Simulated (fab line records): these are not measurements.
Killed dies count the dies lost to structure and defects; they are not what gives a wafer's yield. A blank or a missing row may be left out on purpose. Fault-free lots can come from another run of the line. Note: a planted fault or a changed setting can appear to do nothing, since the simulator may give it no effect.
fab line records ; flow n5Finfet
record lots=5; wafers=15; lastDay=17
route steps=1938 shown BEOL_M3@962 BEOL_M4@1111
lots with no fault: from the same line, run without faults
startH: the number of hours between the record's first day and the start of the first shown wafer of the lot ; waitH: time in hours since the lot's previous step ; " identical to the entry in the row above ; L1.1+2: a row that stands for several wafers ; - no value, or no start given ; * or withheld: withheld ; < > ~ a bound
route shown NAME@n: NAME is a module with steps in the file, n the number in the route of the first one ; usual: average and standard deviation across the fault-free wafers ; same: alike in all rows ; chamber/n: place in a boat ; sites: each site's reading ; _std_site: how widely they spread, as a standard deviation ; _edge_site: inner sites' mean taken away from outer sites' mean ; radiusMm: for every site, how far away it sits from the centre of the wafer ; mask NAME#n: copy n ; behind: tool/chamber where the wafer was last shaped ; hold: the reason the lot was held/the length of the hold in hours/how it ended ; device: transistor that didn't switch, given as n, p or np ; end of line: the same wafers' tests at the end of the route ; for a step that has no rows: nothing shown but its recipe ; killed: dies lost to structure and defects at the first sort, not the wafer's yield ; map: per-die view of a wafer (x killed, . not killed, _ where there is no die)
set.NAME: the setting as run; set.NAME@STEP: as run at that earlier step ; model.NAME: the simulator's own value behind a step, which no gauge read
certain route steps with their lots: each step a table, each wafer a row
services: from which hour (startH, from the record's first day; less than 0 if before it) a tool's chamber was out of use, for how many hours, and why
## steps
# step N5_BEOL_M3_SOFTBAKE_23
# recipe tempC=110; timeS=60; resist=CAR-EUV
# step N5_BEOL_M3_EXPOSE_25
# recipe maskId=V2; na=0.33; sourceShape=quasar; sigmaInner=0.2; sigmaOuter=0.8; polarization=unpolarized; defocusNm=5; doseMj=63
# step N5_BEOL_M3_PEB_26
# recipe pebTempC=100; pebTimeS=60; resist=CAR-EUV
# step N5_BEOL_M3_DEVELOP_27
# recipe developTimeS=30; developer=TMAH; resist=CAR-EUV; rinseLiquid=surfactantRinse; dry=airSpin; devTempC=23
# step N5_BEOL_M3_CD_MEAS_28
# recipe targetCdNm=25.7; landingEnergyEv=500; detector=seInlens; targetCdYNm=23.3; polarity=opening
# usual cdNm=25.69/0.22
lot.wafer;tool;chamber;startH;waitH;cdNm
L824.1;cdSem-01;0;182.12;-;25.56
L824.5;cdSem-01;0;182.12;-;25.52
L824.6;cdSem-01;0;182.12;-;25.79
L825.3;cdSem-02;0;193.85;-;25.47
L825.4;cdSem-02;0;193.85;-;25.52
L825.5;cdSem-02;0;193.85;-;25.26
L830.1;cdSem-03;0;226.97;-;25.70
L830.3;cdSem-03;0;226.97;-;25.90
L830.4;cdSem-03;0;226.97;-;25.66
L835.3;cdSem-01;0;252.66;-;25.36
L835.4;cdSem-01;0;252.66;-;25.42
L835.5;cdSem-01;0;252.66;-;25.50
L840.1;cdSem-02;0;281.88;-;25.65
L840.4;cdSem-02;0;281.88;-;26.15
L840.5;cdSem-02;0;281.88;-;25.71
# step N5_BEOL_M3_OVL_MEAS_29
# recipe pointsPerWafer=522
# usual V2_OVL=0.0/0.6
# same pointsPerWafer=522
lot.wafer;tool;chamber;startH;waitH;V2_OVL[nm]
L824.1;overlay-02;0;182.15;0.0;0.0
L824.5;overlay-02;0;182.15;0.0;0.4
L824.6;overlay-02;0;182.15;0.0;-0.1
L825.3;overlay-02;0;193.89;0.0;0.5
L825.4;overlay-02;0;193.89;0.0;-0.3
L825.5;overlay-02;0;193.89;0.0;-0.2
L830.1;overlay-02;0;227.00;0.0;0.3
L830.3;overlay-02;0;227.00;0.0;0.9
L830.4;overlay-02;0;227.00;0.0;0.1
L835.3;overlay-01;0;252.70;0.0;0.4
L835.4;overlay-01;0;252.70;0.0;1.1
L835.5;overlay-01;0;252.70;0.0;1.2
L840.1;overlay-01;0;281.92;0.0;-0.1
L840.4;overlay-01;0;281.92;0.0;0.3
L840.5;overlay-01;0;281.92;0.0;0.4
# step N5_BEOL_M3_INSPECT_30
# recipe mode=adi; inspectInstrument=brightfield
# usual rawDefectCount=419/97
lot.wafer;tool;chamber;startH;waitH;rawDefectCount
L824.1;defectInspect-01;-;182.20;0.1;392
L824.5;defectInspect-01;-;182.20;0.1;306
L824.6;defectInspect-01;-;182.20;0.1;290
L825.3;defectInspect-02;-;193.94;0.0;291
L825.4;defectInspect-02;-;193.94;0.0;386
L825.5;defectInspect-02;-;193.94;0.0;333
L830.1;defectInspect-02;-;227.06;0.1;501
L830.3;defectInspect-02;-;227.06;0.1;440
L830.4;defectInspect-02;-;227.06;0.1;507
L835.3;defectInspect-02;-;252.75;0.0;508
L835.4;defectInspect-02;-;252.75;0.0;638
L835.5;defectInspect-02;-;252.75;0.0;359
L840.1;defectInspect-02;-;281.98;0.1;437
L840.4;defectInspect-02;-;281.98;0.1;363
L840.5;defectInspect-02;-;281.98;0.1;363
# step N5_BEOL_M3_DESCUM_33
# recipe chemistry=O2; timeS=7; sourcePowerW=50; biasPowerW=20; pressureMtorr=20; rfFrequencyHz=2.712e+07; tempC=40; resist=CAR-EUV; o2FlowSccm=225
# usual biasPowerW=20.00/0.057; drypumpMotorCurrentA=5.7/0.35; oesProductAu=0.81/0.072; rfVppV=243.3/1.3; showerheadPlenumPTorr=2.10/0.082; throttleValvePct=20.41/0.23
lot.wafer;tool;chamber;startH;waitH;biasPowerW;drypumpMotorCurrentA;oesProductAu;rfHoursCounterH;rfVppV;showerheadPlenumPTorr;throttleValvePct
L824.1;rieDiel-02;3;182.24;0.0;19.93;5.9;0.83;73;247.0;2.23;20.01
L824.5;rieDiel-02;1;182.24;0.0;19.99;5.6;0.91;-;244.9;2.25;20.30
L824.6;rieDiel-02;2;182.24;0.0;19.95;6.5;0.81;-;242.7;2.03;20.86
L825.3;rieDiel-04;2;193.97;0.0;19.96;5.4;0.81;97;242.7;2.02;20.49
L825.4;rieDiel-04;1;193.97;0.0;20.05;5.5;0.71;214;242.8;2.05;20.36
L825.5;rieDiel-04;2;193.97;0.0;19.95;5.3;0.81;-;242.3;2.02;20.49
L830.1;rieDiel-04;0;227.09;0.0;19.94;5.6;0.90;26;241.6;2.06;20.18
L830.3;rieDiel-04;2;227.09;0.0;19.98;5.4;0.80;107;243.6;2.01;20.51
L830.4;rieDiel-04;3;227.09;0.0;19.97;6.0;0.87;37;243.7;2.13;20.51
L835.3;rieDiel-06;3;252.81;0.1;19.95;5.6;0.73;184;244.3;2.17;20.39
L835.4;rieDiel-06;0;252.81;0.1;19.97;5.6;0.70;221;241.5;2.01;20.73
L835.5;rieDiel-06;1;252.81;0.1;19.98;6.2;0.82;-;243.5;2.03;20.07
L840.1;rieDiel-06;2;282.06;0.1;20.05;6.0;0.78;113;244.5;2.21;20.42
L840.4;rieDiel-06;2;282.06;0.1;19.97;6.0;0.79;-;245.2;2.21;20.43
L840.5;rieDiel-06;1;282.06;0.1;20.01;6.2;0.80;-;242.5;2.03;20.10
# step N5_BEOL_M3_ETCH_77
# recipe chemistry=N2/H2; target=underlayer; targetDepthA=65; maskMaterial=CAR-EUV; timeS=5.2; ionEnergyEv=200; pressureMtorr=30; sourceW=840; biasW=150; n2FlowSccm=200; h2FlowSccm=200; ends=cleared
# usual biasW=150.0/0.46; drypumpMotorCurrentA=5.7/0.34; etchRfOnTimeS=5.22/0.12; h2FlowSccm=200.0/0.64; oesProductAu=0.69/0.065; rfVppV=524.2/2.8; showerheadPlenumPTorr=2.54/0.092; throttleValvePct=17.77/0.23
lot.wafer;tool;chamber;startH;waitH;biasW;drypumpMotorCurrentA;etchRfOnTimeS;h2FlowSccm;oesProductAu;rfHoursCounterH;rfVppV;showerheadPlenumPTorr;throttleValvePct
L824.1;rieDiel-02;3;182.27;0.0;150.5;5.9;5.07;199.9;0.71;73;529.2;2.68;17.26
L824.5;rieDiel-02;1;182.27;0.0;150.1;5.6;5.26;201.0;0.75;-;528.1;2.71;17.73
L824.6;rieDiel-02;2;182.27;0.0;150.2;6.5;5.27;200.1;0.68;-;520.5;2.47;18.17
L825.3;rieDiel-04;2;194.00;0.0;149.4;5.4;5.14;199.5;0.70;97;521.4;2.45;17.96
L825.4;rieDiel-04;1;194.00;0.0;149.5;5.6;5.36;200.8;0.59;214;522.2;2.50;17.82
L825.5;rieDiel-04;2;194.00;0.0;149.3;5.4;5.07;199.8;0.70;-;521.3;2.45;17.97
L830.1;rieDiel-04;0;227.12;0.0;150.5;5.6;5.18;199.1;0.77;26;523.6;2.49;17.54
L830.3;rieDiel-04;2;227.12;0.0;149.7;5.4;5.07;199.8;0.70;107;523.3;2.44;17.96
L830.4;rieDiel-04;3;227.12;0.0;150.5;6.0;5.00;200.7;0.76;37;524.0;2.57;17.86
L835.3;rieDiel-06;3;252.84;0.0;149.2;5.6;5.34;200.0;0.62;184;526.0;2.63;17.79
L835.4;rieDiel-06;0;252.84;0.0;150.4;5.6;5.38;200.0;0.59;221;520.5;2.40;18.00
L835.5;rieDiel-06;1;252.84;0.0;149.9;6.2;5.14;200.5;0.72;-;519.6;2.49;17.63
L840.1;rieDiel-06;2;282.10;0.0;149.1;6.0;5.20;200.4;0.68;113;529.4;2.65;17.53
L840.4;rieDiel-06;2;282.10;0.0;149.5;6.0;5.28;199.5;0.67;-;526.7;2.65;17.55
L840.5;rieDiel-06;1;282.10;0.0;149.9;6.2;5.14;200.2;0.70;-;524.6;2.48;17.61
# step N5_BEOL_M3_ETCH_69
# recipe chemistry=CF4; target=SiARC; targetDepthA=156; maskMaterial=CAR-EUV; timeS=26; ionEnergyEv=80; pressureMtorr=40; sourceW=545; biasW=36; Ar_flow_sccm=100; cf4FlowSccm=100; ends=cleared
# usual biasW=35.99/0.11; drypumpMotorCurrentA=5.7/0.35; etchRfOnTimeS=26.0/0.57; mfcArSccm=100.0/0.31; oesProductAu=0.69/0.066; rfVppV=184.2/1.2; showerheadPlenumPTorr=2.15/0.077; throttleValvePct=15.55/0.23
lot.wafer;tool;chamber;startH;waitH;biasW;drypumpMotorCurrentA;etchRfOnTimeS;mfcArSccm;oesProductAu;rfHoursCounterH;rfVppV;showerheadPlenumPTorr;throttleValvePct
L824.1;rieDiel-02;3;182.29;0.0;35.88;5.9;25.8;100.0;0.71;73;184.5;2.27;15.25
L824.5;rieDiel-02;1;182.29;0.0;35.97;5.6;26.0;100.2;0.75;-;187.0;2.27;15.26
L824.6;rieDiel-02;2;182.29;0.0;36.05;6.5;26.6;100.1;0.68;-;184.2;2.07;15.86
L825.3;rieDiel-04;2;194.02;0.0;36.04;5.4;25.6;99.9;0.71;97;183.9;2.07;15.69
L825.4;rieDiel-04;1;194.02;0.0;35.85;5.5;26.6;99.5;0.59;214;183.9;2.13;15.75
L825.5;rieDiel-04;2;194.02;0.0;36.06;5.4;25.6;99.4;0.71;-;185.0;2.07;15.67
L830.1;rieDiel-04;0;227.14;0.0;36.00;5.6;26.2;100.0;0.77;26;183.5;2.09;15.24
L830.3;rieDiel-04;2;227.14;0.0;35.80;5.4;25.6;100.6;0.69;107;183.1;2.06;15.68
L830.4;rieDiel-04;3;227.14;0.0;36.04;6.0;25.1;100.4;0.77;37;184.7;2.18;15.62
L835.3;rieDiel-06;3;252.86;0.0;36.03;5.6;26.4;100.6;0.63;184;184.9;2.20;15.53
L835.4;rieDiel-06;0;252.86;0.0;36.19;5.6;26.5;99.9;0.61;221;182.2;2.03;15.76
L835.5;rieDiel-06;1;252.86;0.0;35.95;6.2;25.4;99.5;0.72;-;183.2;2.08;15.31
L840.1;rieDiel-06;2;282.11;0.0;36.02;6.0;26.6;99.5;0.68;113;185.2;2.24;15.46
L840.4;rieDiel-06;2;282.11;0.0;36.02;6.0;26.7;99.9;0.67;-;185.2;2.24;15.44
L840.5;rieDiel-06;1;282.11;0.0;36.08;6.2;25.9;99.8;0.70;-;181.7;2.08;15.34
# step N5_BEOL_M3_ALD_98
# recipe material=SiO2; targetThkA=25; tempC=100; aldPrecursorFamily=BDEAS; aldCoReactant=O2-plasma; pulseTimeS=1; coReactantPulseTimeS=1; purgeTimeS=2; coReactantPurgeTimeS=2; aldCycles=17; pressureTorr=2
# usual heaterPowerW=82/12; precursorPulseHeightRel=1.001/0.021
lot.wafer;tool;chamber;startH;waitH;heaterPowerW;precursorPulseHeightRel
L824.1;aldSin-03;1;182.37;0.1;71;0.987
L824.5;aldSin-03;0;182.37;0.1;84;0.983
L824.6;aldSin-03;3;182.37;0.1;71;1.013
L825.3;aldSin-02;2;194.10;0.1;86;0.989
L825.4;aldSin-02;3;194.10;0.1;100;0.991
L825.5;aldSin-02;1;194.10;0.1;75;1.019
L830.1;aldSin-04;0;227.22;0.1;80;1.019
L830.3;aldSin-04;3;227.22;0.1;82;0.996
L830.4;aldSin-04;1;227.22;0.1;103;0.986
L835.3;aldSin-03;1;252.94;0.1;70;0.957
L835.4;aldSin-03;0;252.94;0.1;86;0.988
L835.5;aldSin-03;2;252.94;0.1;90;1.017
L840.1;aldSin-02;3;282.34;0.2;101;1.057
L840.4;aldSin-02;1;282.34;0.2;76;1.025
L840.5;aldSin-02;2;282.34;0.2;90;1.031
# step N5_BEOL_M3_ETCHBACK_99
# recipe chemistry=CHF3; target=SiO2; targetDepthA=50; timeS=10.4; sourceW=215; biasW=47; Ar_flow_sccm=200; CHF3_flow_sccm=12; ionEnergyEv=100; pressureMtorr=30
# usual drypumpMotorCurrentA=5.7/0.38; mfcArSccm=200.1/0.62; oes_ar_750_au=0.81/0.067; oesProductAu=0.81/0.069; rfVppV=240/3.3; showerheadPlenumPTorr=2.17/0.088; throttleValvePct=17.01/0.26
lot.wafer;tool;chamber;startH;waitH;drypumpMotorCurrentA;mfcArSccm;oes_ar_750_au;oesProductAu;rfHoursCounterH;rfVppV;showerheadPlenumPTorr;throttleValvePct
L824.1;rieDiel-06;2;183.68;1.3;6.0;200.0;0.83;0.82;82;243;2.26;16.85
L824.5;rieDiel-06;0;183.68;1.3;5.6;199.6;0.72;0.72;-;238;2.04;17.13
L824.6;rieDiel-06;3;183.68;1.3;5.6;199.8;0.75;0.75;-;244;2.22;16.93
L825.3;rieDiel-04;2;194.31;0.2;5.4;199.4;0.84;0.82;97;238;2.07;17.13
L825.4;rieDiel-04;3;194.31;0.2;6.0;201.0;0.90;0.90;27;236;2.19;17.05
L825.5;rieDiel-04;2;194.31;0.2;5.4;200.5;0.83;0.82;-;238;2.07;17.11
L830.1;rieDiel-06;0;228.33;1.1;5.6;198.4;0.70;0.70;213;239;2.04;17.16
L830.3;rieDiel-06;3;228.33;1.1;5.6;199.4;0.75;0.75;176;245;2.22;16.97
L830.4;rieDiel-06;1;228.33;1.1;6.2;200.2;0.86;0.83;63;236;2.10;16.75
L835.3;rieDiel-02;0;261.79;8.8;5.1;200.2;0.74;0.73;183;241;2.26;17.44
L835.4;rieDiel-02;0;261.79;8.8;5.1;199.7;0.74;0.74;-;241;2.26;17.46
L835.5;rieDiel-02;1;261.79;8.8;5.6;200.1;0.85;0.86;-;236;2.27;16.75
L840.1;rieDiel-04;0;282.46;0.1;5.7;200.8;0.85;0.88;45;243;2.08;16.69
L840.4;rieDiel-04;3;282.46;0.1;6.0;198.4;0.87;0.85;-;237;2.18;17.10
L840.5;rieDiel-04;0;282.46;0.1;5.7;200.2;0.86;0.86;-;242;2.08;16.69
# step N5_BEOL_M3_ETCH_70
# recipe chemistry=N2/H2; target=SOC; targetDepthA=800; overetchA=160; maskMaterial=SiARC; tempC=40; timeS=120; ionEnergyEv=200; pressureMtorr=30; sourceW=840; biasW=150; n2FlowSccm=200; h2FlowSccm=200
# usual biasW=150.0/0.44; drypumpMotorCurrentA=5.7/0.38; h2FlowSccm=200.0/0.6; oesProductAu=0.62/0.05; rfVppV=524.5/2.8; showerheadPlenumPTorr=2.56/0.099; throttleValvePct=17.75/0.26
lot.wafer;tool;chamber;startH;waitH;biasW;drypumpMotorCurrentA;h2FlowSccm;oesProductAu;rfHoursCounterH;rfVppV;showerheadPlenumPTorr;throttleValvePct;model.SiARC_of_BEOL_M3_COAT_68.thkNm
L824.1;rieDiel-06;2;183.72;0.0;150.0;6.0;199.9;0.63;82;527.9;2.66;17.48;6.6
L824.5;rieDiel-06;0;183.72;0.0;150.3;5.7;199.9;0.56;-;519.9;2.41;17.87;6.6
L824.6;rieDiel-06;3;183.72;0.0;149.8;5.6;200.5;0.58;-;527.2;2.64;17.72;6.4
L825.3;rieDiel-04;2;194.34;0.0;150.4;5.4;200.1;0.63;97;520.7;2.45;17.91;6.4
L825.4;rieDiel-04;3;194.34;0.0;150.2;6.0;199.6;0.68;27;524.0;2.58;17.82;6.4
L825.5;rieDiel-04;2;194.34;0.0;149.8;5.3;199.5;0.62;-;521.1;2.45;17.92;6.4
L830.1;rieDiel-06;0;228.36;0.0;150.0;5.6;200.4;0.55;213;518.9;2.41;17.90;6.6
L830.3;rieDiel-06;3;228.36;0.0;200.3;5.6;199.0;0.58;176;632.4;2.64;17.74;4.2
L830.4;rieDiel-06;1;228.36;0.0;149.8;6.2;199.3;0.65;63;521.2;2.49;17.54;6.4
L835.3;rieDiel-02;0;261.83;0.0;150.3;5.1;200.1;0.56;183;524.8;2.64;18.02;6.2
L835.4;rieDiel-02;0;261.83;0.0;150.2;5.1;200.9;0.56;-;526.8;2.64;18.05;6.2
L835.5;rieDiel-02;1;261.83;0.0;150.2;5.7;200.2;0.65;-;527.9;2.70;17.74;6.6
L840.1;rieDiel-04;0;282.49;0.0;150.2;5.7;199.1;0.67;45;522.7;2.48;17.51;6.4
L840.4;rieDiel-04;3;282.49;0.0;150.5;6.0;199.8;0.65;-;524.9;2.56;17.84;6.4
L840.5;rieDiel-04;0;282.49;0.0;149.7;5.7;198.7;0.67;-;520.6;2.48;17.49;6.4
# step N5_BEOL_M3_STRIP_71
# recipe chemistry=N2/H2; tempC=40; n2FlowSccm=200; h2FlowSccm=200; rfFrequencyHz=6e+07
# step N5_BEOL_M4_RC_MEAS_101
# usual DIBL_N=37.1/1.9; DIBL_P=37.2/2.3; IOFF_N=0.18/0.04; IOFF_P=0.23/0.044; ION_N=682/11; ION_P=468/8.6; SS_N=71.9/0.68; SS_P=73.5/0.74; VT_N=248/3.4; VT_P=-248/3.4
lot.wafer;tool;chamber;startH;waitH;DIBL_N[mV/V];DIBL_P[mV/V];IOFF_N[nA/um];IOFF_P[nA/um];ION_N[uA/um];ION_P[uA/um];SS_N[mV/dec];SS_P[mV/dec];VT_N[mV];VT_P[mV]
L824.1;prober-02;0;198.26;0.0;36.9;37.4;0.17;0.21;677;462;71.9;72.9;250;-248
L824.5;prober-02;0;198.26;0.0;35.7;36.3;0.14;0.19;667;452;71.3;73.4;251;-253
L824.6;prober-02;0;198.26;0.0;33.2;32.4;0.12;0.15;662;459;71.3;71.3;254;-254
L825.3;prober-01;0;212.99;0.3;35.9;36.9;0.17;0.24;690;474;71.9;73.0;249;-249
L825.4;prober-01;0;212.99;0.3;37.2;37.1;0.19;0.23;679;466;72.2;73.2;244;-249
L825.5;prober-01;0;212.99;0.3;37.3;37.5;0.20;0.25;693;482;71.7;73.8;244;-244
L830.1;prober-01;0;242.52;0.0;37.6;37.1;0.19;0.27;696;482;71.1;73.2;243;-244
L830.3;prober-01;0;242.52;0.0;39.1;38.0;0.21;0.27;678;468;71.9;73.6;245;-246
L830.4;prober-01;0;242.52;0.0;36.7;37.4;0.18;0.27;688;485;71.4;73.3;246;-246
L835.3;prober-01;0;281.06;0.3;39.5;38.7;0.21;0.29;696;478;71.5;73.5;246;-246
L835.4;prober-01;0;281.06;0.3;38.5;36.9;0.18;0.25;687;475;71.7;73.5;248;-248
L835.5;prober-01;0;281.06;0.3;37.6;36.2;0.17;0.24;687;472;71.0;73.2;249;-248
L840.1;prober-02;0;297.82;0.0;38.2;40.0;0.20;0.27;678;458;71.4;75.1;246;-247
L840.4;prober-02;0;297.82;0.0;36.9;36.7;0.16;0.21;668;457;71.6;72.9;252;-252
L840.5;prober-02;0;297.82;0.0;37.0;37.8;0.19;0.23;683;464;71.7;73.2;247;-249
## services
tool;chamber;startH;hours;kind
rieDiel-06;1;181.26;7.0;repair
aldSin-03;-;183.57;6.1;pm
rieDiel-06;2;187.71;4.6;repair
rieDiel-02;3;240.22;32.8;repair
aldSin-04;3;266.06;10.3;repair
aldSin-04;-;268.25;14.0;pm
aldSin-04;0;268.25;14.0;ventCycle
aldSin-04;1;268.25;14.0;ventCycle
aldSin-04;2;268.25;14.0;ventCycle
rieDiel-04;1;279.44;3.4;repair
aldSin-04;0;282.25;-;clean
aldSin-04;1;282.25;-;clean
aldSin-04;2;282.25;-;clean
aldSin-04;3;282.25;-;clean
## key
firstSign step=N5_BEOL_M3_ETCH_70; reading=biasW; direction=up; sigmas=99+; usual=*; struck=*
effect step=N5_BEOL_M3_ETCH_70; reading=rfVppV; direction=up; sigmas=38; usual=524.5; struck=632.4
modelEffect step=N5_BEOL_M3_ETCH_70; value=SiARC_of_BEOL_M3_COAT_68.thkNm; without=6.4; struck=4.2
metAt N5_BEOL_M3_ETCH_70
struckWafers L830.3
onsetBetween 183.72 228.36
fault kind=processParameterDrift; tool=rieDiel-06; chamber=3; onsetH=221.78; steps=N5_BEOL_M3_ETCH_70; channel=biasW; offset=*; shape=step; endH=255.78; actsIn=*; stated=*
